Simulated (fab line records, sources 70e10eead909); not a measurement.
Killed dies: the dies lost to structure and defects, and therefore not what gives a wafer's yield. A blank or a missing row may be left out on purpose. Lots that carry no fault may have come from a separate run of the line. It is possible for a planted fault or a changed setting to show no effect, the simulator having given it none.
Which tool is to blame?	flow nand_harc	11 lots with 32 wafers sampled at 3 steps, on a route of 1159 steps

## WHAT EACH GAUGE READ, for each wafer
NHARC_P_STI_OCD_MEAS_17.
lot	measured	on	trench_depth_nm (nm)	trench_foot_cd_nm (nm)
L407	day 2 13:36	ocd-02	297 303 303	156.7 155.1 155.9
L409	day 3 03:32	ocd-01	300 293 301	158.2 159.2 156.3
L412	day 3 14:47	ocd-01	303 306 302	155.0 153.9 157.4
L413	day 4 00:04	ocd-01	299 237 234	157.6 167.6 165.7
L415	day 4 13:47	ocd-01	300 303 301	157.8 157.3 157.1
L416	day 4 19:15	ocd-01	297 234	158.0 167.3
L417	day 5 02:37	ocd-01	301 236 232	158.5 164.3 165.1
L421	day 6 03:19	ocd-01	302 296 302	156.8 158.1 156.4
L427	day 7 13:22	ocd-02	297 302 301	157.1 156.9 157.1
L428	day 7 17:59	ocd-02	301 304 303	158.5 160.8 159.6
L429	day 8 00:43	ocd-02	301 306 304	157.4 159.2 157.0

## TOOL THAT RAN EACH LOT (tool first, then ch and the chambers of the sampled wafers, then the start)
lot	NHARC_P_STI_DESCUM_14	NHARC_P_STI_ETCH_15
L407	rie_diel-13 ch 0,1, day 2 13:05	rie_si-04 ch 0,1,3, day 2 13:23
L409	rie_diel-10 ch 0,3, day 3 02:59	rie_si-04 ch 0,1, day 3 03:16
L412	rie_diel-13 ch 0,3, day 3 14:15	rie_si-01 ch 2,3, day 3 14:31
L413	rie_diel-13 ch 0,1,2, day 3 23:32	rie_si-04 ch 0,2, day 3 23:50
L415	rie_diel-13 ch 0,2,3, day 4 13:16	rie_si-01 ch 1,2,3, day 4 13:32
L416	rie_diel-10 ch 0,2, day 4 18:45	rie_si-04 ch 0,1, day 4 19:01
L417	rie_diel-13 ch 0,2,3, day 5 02:05	rie_si-04 ch 1,2, day 5 02:22
L421	rie_diel-03 ch 1,2, day 6 02:48	rie_si-05 ch 0,3, day 6 03:04
L427	rie_diel-03 ch 0,1,2, day 7 12:48	rie_si-05 ch 0,1,3, day 7 13:07
L428	rie_diel-13 ch 0,2,3, day 7 17:28	rie_si-01 ch 0,2, day 7 17:45
L429	rie_diel-03 ch 1,2,3, day 8 00:10	rie_si-04 ch 0,1,2, day 8 00:28
- NHARC_P_STI_DESCUM_14: chemistry O2, time 3 s.
- NHARC_P_STI_ETCH_15: etches the open film in HBr/Cl2, target depth 300 nm, time 100.1 s.

## WHAT THE TOOLS THEMSELVES READ (means of the sampled wafers that have a number; where no wafer has one, the mark that the record gives instead)
NHARC_P_STI_DESCUM_14.
lot	tool	chamber_pressure_mTorr (mTorr)	drypump_motor_current_A (A)	o2_flow_sccm (sccm)	oes_product_au (a.u.)	rf_vpp_V (V)	showerhead_plenum_p_Torr (Torr)	throttle_valve_pct (%)
L407	rie_diel-13	59.98	5.50	199.5	1.003	57.8	1.91	11.310
L409	rie_diel-10	59.95	5.79	199.8	1.003	57.9	1.99	11.306
L412	rie_diel-13	60.04	5.67	199.3	1.001	57.6	1.90	11.318
L413	rie_diel-13	60.00	5.42	200.2	1.001	57.2	1.87	11.308
L415	rie_diel-13	59.96	5.51	199.8	1.002	57.8	1.88	11.308
L416	rie_diel-10	60.00	5.52	199.6	1.004	58.0	1.93	11.307
L417	rie_diel-13	60.03	5.51	200.0	0.997	57.6	1.88	11.309
L421	rie_diel-03	60.06	5.48	199.8	0.995	57.0	1.78	11.315
L427	rie_diel-03	59.97	5.35	200.3	1.000	57.0	1.81	11.306
L428	rie_diel-13	59.99	5.52	200.1	1.002	57.8	1.88	11.314
L429	rie_diel-03	60.06	5.52	200.0	0.996	57.1	1.85	11.314

NHARC_P_STI_ETCH_15.
lot	tool	chamber_pressure_mTorr (mTorr)	drypump_motor_current_A (A)	mfc_cl2_sccm (sccm)	oes_product_au (a.u.)	throttle_valve_pct (%)
L407	rie_si-04	15.001	5.5	50.11	1.003	26.404
L409	rie_si-04	14.979	5.5	49.92	0.993	26.404
L412	rie_si-01	15.004	5.5	50.06	1.004	26.410
L413	rie_si-04	15.005	5.0	49.92	0.909	26.405
L415	rie_si-01	14.989	5.6	49.85	1.003	26.400
L416	rie_si-04	14.989	5.7	49.98	0.931	26.403
L417	rie_si-04	14.999	5.8	50.03	0.910	26.407
L421	rie_si-05	15.005	5.6	49.96	0.997	26.408
L427	rie_si-05	14.999	5.8	49.94	0.997	26.402
L428	rie_si-01	14.992	5.4	49.96	1.008	26.410
L429	rie_si-04	14.996	5.4	50.07	1.012	26.399

## THE ANSWER, worked out from the rows above alone
Rule: what is usual is taken from the lots themselves. The widest of any qualifying gaps counts: lots, ordered by their means at a reading, are off when they make up no more than a third of the lots, leave a main group of 4 or more, and stand apart from it by 3 or more times the standard deviation of that group's means. Not used: any main group whose means are identical at the precision the tables above print for the reading. Also off: a lot with no number at a reading for which 4 or more lots have one. Where the step has rows for the other lots, those lots are counted as sound. First the gauges in route order, then the tools' own readings, where a lot's mean is used as printed above. At the first step where some lot is off, the reading lying furthest off is the one used; lots without a number count as furthest.
Off at NHARC_P_STI_OCD_MEAS_17 (trench_depth_nm): L413, L416, L417. The main group has a mean of 301 nm with a standard deviation of 1.9.
A tool fits if, at a process step before that reading, it ran every lot that is off, and no sound lot after the first of them. Not tried: the gauges at NHARC_P_STI_OCD_MEAS_17; whatever is off there is also off at NHARC_P_STI_ETCH_15, on other tools, and gauge error can't account for it. Not one of the candidates tried fits.

## WHAT THE SIMULATOR PUT IN
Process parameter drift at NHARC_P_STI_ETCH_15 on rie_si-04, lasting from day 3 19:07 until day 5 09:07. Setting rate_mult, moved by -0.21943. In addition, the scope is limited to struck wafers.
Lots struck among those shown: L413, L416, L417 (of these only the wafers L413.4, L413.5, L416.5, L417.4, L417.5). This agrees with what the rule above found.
